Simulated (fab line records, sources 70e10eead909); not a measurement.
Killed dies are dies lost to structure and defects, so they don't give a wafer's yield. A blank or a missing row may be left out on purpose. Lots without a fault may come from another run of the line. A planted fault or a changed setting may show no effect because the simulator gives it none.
fab line records | flow nand_harc | part 2 of 2: steps 26 to 39 of 39
record lots=5 wafers=15 last_day=33
route steps=1302 shown P_BONDPAD@355 A_START@389 A_ZERO_WELL@390
lots that met no fault: from a run of the same line without faults
start_h: hours from the record's first day to the start of the lot's first wafer shown | wait_h: hours since the lot's step before | " the same as in the row above | L1.1+2: a row that stands for several wafers | - no value, or no start given | * or withheld: withheld | < > ~ a bound
route shown NAME@n: a module of which the file shows steps, and the number in the route of the first | usual: mean/standard deviation of fault-free wafers | same: alike in all rows | chamber/n: place in a boat | sites: the reading at each site | _std_site: their standard deviation | _edge_site: outer sites' mean less inner sites' | radius_mm: how far each site lies from the wafer's centre | mask NAME#n: copy n | behind: the tool/chamber that last shaped the wafer | hold: why the lot was held/for how many hours/how that ended | device: the transistor (n, p or np) that didn't switch | end of line: the same wafers' tests at the end of the route | a step without rows: its recipe alone | killed: dies lost to structure and defects at the first sort, not the wafer's yield | map: a wafer's dies, x killed, . not, _ none there
set.NAME: the setting as run; set.NAME@STEP: as run at that earlier step | model.NAME: the simulator's own value behind a step, which no gauge read
lots at some steps of the route; a table a step, a row a wafer
services: from which hour (start_h, from the record's first day; less than 0 if before it) a tool's chamber was out of use, for how many hours, and why
## steps
# step NHARC_P_BONDPAD_CMP_19
# recipe t_overpolish_s=30 cu_recess_touch_s=16 target_thk_nm=160.81
# usual motor_current_A=11.8/1.3 overpolish_run_s=30.000/0.0092
# columns lot.wafer tool chamber start_h wait_h motor_current_A overpolish_run_s
L080.3 cmp-03 1 191.78 - 10.9 30.005
L080.4 " 2 " " 12.1 29.997
L080.2 " 3 " " 9.5 29.984
L083.2 cmp-01 2 229.48 - 9.9 30.003
L083.5 " 2 " " 10.5 29.990
L083.6 " 3 " " 10.5 30.003
L093.1 cmp-01 3 322.49 - 10.6 30.006
L093.3 " 1 " " 11.3 30.005
L093.2 " 2 " " 9.4 29.997
L096.4 cmp-03 2 362.58 - 12.4 29.988
L096.2 " 0 " " 13.2 30.003
L096.6 " 1 " " 10.3 30.005
L097.2 cmp-01 2 370.54 - 10.0 30.000
L097.1 " 3 " " 11.0 30.002
L097.6 " 1 " " 12.1 30.003
# step NHARC_P_BONDPAD_THK_MEAS_20
# recipe thk_meas_gauge=xrf
# usual thk_nm=160.7/1.6
# columns lot.wafer tool chamber start_h wait_h thk_nm
L080.2 film_metro-02 - 192.07 - 162.3
L080.3 " - " " 162.4
L080.4 " - " " 163.2
L083.2 film_metro-01 - 229.80 - 161.3
L083.5 " - " " 163.2
L083.6 " - " " 159.2
L093.1 film_metro-01 - 322.81 - 159.1
L093.2 " - " " 161.5
L093.3 " - " " 160.4
L096.2 film_metro-01 - 362.87 - 159.4
L096.4 " - " " 161.1
L096.6 " - " " 158.6
L097.1 film_metro-02 - 370.80 - 158.8
L097.2 " - " " 160.8
L097.6 " - " " 160.8
# step NHARC_P_BONDPAD_SRD_21
# recipe time_s=30 temp_c=23 dry_time_s=20 spin_rpm=1500
# usual co2_resistivity_mohm_cm=0.2001/0.002
# columns lot.wafer tool chamber start_h wait_h co2_resistivity_mohm_cm
L080.2 wet_bench-08 1 192.13 0.1 0.2022
L080.3 " 4 " " 0.1987
L080.4 " 5 " " 0.2019
L083.6 wet_bench-10 3 229.86 0.0 0.2017
L083.5 " 4 " " 0.2018
L083.2 " 5 " " 0.2015
L093.3 wet_bench-08 6 322.86 0.0 0.2035
L093.2 " 0 " " 0.2002
L093.1 " 1 " " 0.2003
L096.2 wet_bench-08 5 362.91 0.0 0.1988
L096.6 " 7 " " 0.1999
L096.4 " 0 " " 0.1991
L097.1 wet_bench-08 4 370.84 0.0 0.2039
L097.6 " 5 " " 0.2011
L097.2 " 0 " " 0.1979
# step NHARC_P_BONDPAD_INSPECT_23
# usual raw_defect_count=348/110
# columns lot.wafer tool chamber start_h wait_h raw_defect_count
L080.2 defect_inspect-02 - 192.30 0.0 319
L080.3 " - " " 289
L080.4 " - " " 363
L083.2 defect_inspect-02 - 230.01 0.0 294
L083.5 " - " " 287
L083.6 " - " " 296
L093.1 defect_inspect-02 - 323.04 0.0 244
L093.2 " - " " 293
L093.3 " - " " 290
L096.2 defect_inspect-02 - 363.10 0.0 386
L096.4 " - " " 414
L096.6 " - " " 308
L097.1 defect_inspect-02 - 371.03 0.0 204
L097.2 " - " " 288
L097.6 " - " " 247
# step NHARC_P_BONDPAD_ACTIVATE_29
# recipe time_s=60 n2_flow_sccm=200 ar_flow_sccm=0 bias_power_w=0 chemistry=N2
# usual drypump_motor_current_A=5.6/0.37 oes_product_au=0.999/0.0091 rf_vpp_V=64.4/1.1 showerhead_plenum_p_Torr=1.81/0.075
# columns lot.wafer tool chamber start_h wait_h drypump_motor_current_A oes_product_au rf_hours_counter_h rf_vpp_V showerhead_plenum_p_Torr
L080.3 rie_diel-01 2 192.36 0.1 5.7 1.000 8.7 63.1 1.75
L080.2 " 1 " " 5.6 0.982 8.8 64.9 1.77
L080.4 " 2 " " 5.7 1.012 - 64.2 1.75
L083.2 rie_diel-01 0 230.07 0.1 5.8 1.001 0.3 64.3 1.89
L083.6 " 0 " " 5.7 0.999 - 62.3 1.89
L083.5 " 1 " " 5.6 0.992 - 64.2 1.77
L093.3 rie_diel-04 2 323.10 0.1 6.2 1.013 6.5 63.6 1.82
L093.1 " 3 " " 4.9 0.981 6.5 65.4 1.78
L093.2 " 1 " " 5.1 0.991 6.3 65.1 1.87
L096.4 rie_diel-01 0 363.17 0.1 5.7 1.002 8.0 66.1 1.89
L096.2 " 1 " " 5.6 1.008 6.8 65.7 1.77
L096.6 " 0 " " 5.8 1.001 - 65.4 1.89
L097.1 rie_diel-10 0 371.11 0.1 5.1 1.007 3.6 64.3 1.85
L097.2 " 1 " " 5.8 0.997 2.8 64.8 1.88
L097.6 " 2 " " 6.1 1.001 - 63.9 1.79
# step NHARC_P_BONDPAD_PRECLEAN_30
# recipe time_s=300 temp_c=23 chemistry=DIW
# columns lot.wafer tool chamber start_h wait_h
L080.3+4+2 wet_bench-10 6,7,0 192.56 0.2
L083.2+5+6 wet_bench-08 7,0,1 230.29 0.2
L093.2+3+1 wet_bench-10 2,5,7 323.25 0.1
L096.6+2+4 wet_bench-08 4,5,6 363.34 0.1
L097.2+6+1 wet_bench-08 1,2,3 371.27 0.1
# step NHARC_P_BONDPAD_SRD_31
# recipe time_s=30 temp_c=23 dry_time_s=20 spin_rpm=1500
# usual co2_resistivity_mohm_cm=0.2000/0.002
# columns lot.wafer tool chamber start_h wait_h co2_resistivity_mohm_cm
L080.3 wet_bench-10 6 - - 0.2036
L080.4 " 7 " " 0.1978
L080.2 " 0 " " 0.2019
L083.2 wet_bench-08 7 - - 0.2003
L083.5 " 0 " " 0.1997
L083.6 " 1 " " 0.1988
L093.2 wet_bench-10 2 - - 0.2000
L093.3 " 5 " " 0.1974
L093.1 " 7 " " 0.1986
L096.6 wet_bench-08 4 - - 0.2021
L096.2 " 5 " " 0.1974
L096.4 " 6 " " 0.1995
L097.2 wet_bench-08 1 - - 0.2018
L097.6 " 2 " " 0.1985
L097.1 " 3 " " 0.2022
# step NHARC_A_START_INSPECT_01
# usual raw_defect_count=3.3/1.8
# columns lot.wafer tool chamber start_h wait_h raw_defect_count
L080.2 defect_inspect-02 - 192.79 - 3
L080.3 " - " " 3
L080.4 " - " " 7
L083.2 defect_inspect-01 - 230.51 - 1
L083.5 " - " " 3
L083.6 " - " " 2
L093.1 defect_inspect-01 - 323.50 - 2
L093.2 " - " " 3
L093.3 " - " " 2
L096.2 defect_inspect-02 - 363.56 - 2
L096.4 " - " " 5
L096.6 " - " " 3
L097.1 defect_inspect-02 - 371.49 - 3
L097.2 " - " " 3
L097.6 " - " " 5
# step NHARC_A_ZERO_WELL_PRECLEAN_00
# recipe time_s=600 temp_c=120 chemistry=SPM
# columns lot.wafer tool chamber start_h wait_h
L080.4+2+3 wet_bench-01 7,0,1 192.87 0.1
L083.5+6+2 wet_bench-09 7,0,1 230.60 0.1
L093.2+3+1 wet_bench-09 6,7,0 323.59 0.1
L096.6+4+2 wet_bench-09 5,7,0 363.66 0.1
L097.6+1+2 wet_bench-01 6,0,2 371.58 0.1
# step NHARC_A_ZERO_WELL_SRD_01
# columns lot.wafer tool chamber start_h wait_h
L080.4+2+3 wet_bench-01 7,0,1 - -
L083.5+6+2 wet_bench-09 7,0,1 - -
L093.2+3+1 wet_bench-09 6,7,0 - -
L096.6+4+2 wet_bench-09 5,7,0 - -
L097.6+1+2 wet_bench-01 6,0,2 - -
# step NHARC_A_ZERO_WELL_DEHYDRATE_02
# recipe temp_c=150 time_s=120
# columns lot.wafer tool chamber start_h wait_h
L080.2+3+4 litho_track-05 0 193.19 -
L083.2+5+6 litho_track-05 0 230.90 -
L093.1+2+3 litho_track-07 0 323.90 -
L096.2+4+6 litho_track-03 0 363.96 -
L097.1+2+6 litho_track-07 0 371.89 -
# step NHARC_A_ZERO_WELL_HMDS_03
# recipe time_s=30
# columns lot.wafer tool chamber start_h wait_h
L080.2+3+4 litho_track-05 0 - -
L083.2+5+6 litho_track-05 0 - -
L093.1+2+3 litho_track-07 0 - -
L096.2+4+6 litho_track-03 0 - -
L097.1+2+6 litho_track-07 0 - -
# step NHARC_A_ZERO_WELL_COAT_18
# recipe temp_c=200 time_s=65
# columns lot.wafer tool chamber start_h wait_h
L080.2+3+4 litho_track-05 0 - -
L083.2+5+6 litho_track-05 0 - -
L093.1+2+3 litho_track-07 0 - -
L096.2+4+6 litho_track-03 0 - -
L097.1+2+6 litho_track-07 0 - -
# step NHARC_A_ZERO_WELL_COAT_04
# recipe spin_rpm=2000 resist_thk_nm=600
# columns lot.wafer tool chamber start_h wait_h
L080.2+3+4 litho_track-05 0 - -
L083.2+5+6 litho_track-05 0 - -
L093.1+2+3 litho_track-07 0 - -
L096.2+4+6 litho_track-03 0 - -
L097.1+2+6 litho_track-07 0 - -
## services
# columns tool chamber start_h hours kind
wet_bench-09 - 176.80 8.0 pm
rie_diel-04 - 178.42 9.0 pm
rie_diel-01 3 183.18 30.8 repair
rie_diel-10 1 187.72 2.9 repair
rie_diel-01 - 188.68 0.4 repair
rie_diel-10 - 191.08 0.3 repair
rie_diel-04 1 192.05 9.7 repair
rie_diel-01 - 203.97 9.0 pm
rie_diel-01 3 226.58 4.4 repair
litho_track-02 - 227.00 7.0 pm
pvd_sputter-02 - 235.94 1.2 repair
rie_diel-10 - 242.50 9.0 pm
rie_diel-04 - 249.40 2.7 repair
litho_track-07 - 251.00 7.0 pm
litho_track-03 - 275.00 7.0 pm
pvd_sputter-02 - 282.00 10.0 pm
wet_bench-08 - 294.40 8.0 pm
litho_track-05 - 299.00 7.0 pm
rie_diel-10 0 306.95 2.5 repair
wet_bench-10 - 311.20 8.0 pm
rie_diel-01 1 329.55 4.6 repair
rie_diel-01 1 339.34 12.9 repair
rie_diel-10 1 344.21 23.4 repair
rie_diel-04 - 355.42 9.0 pm
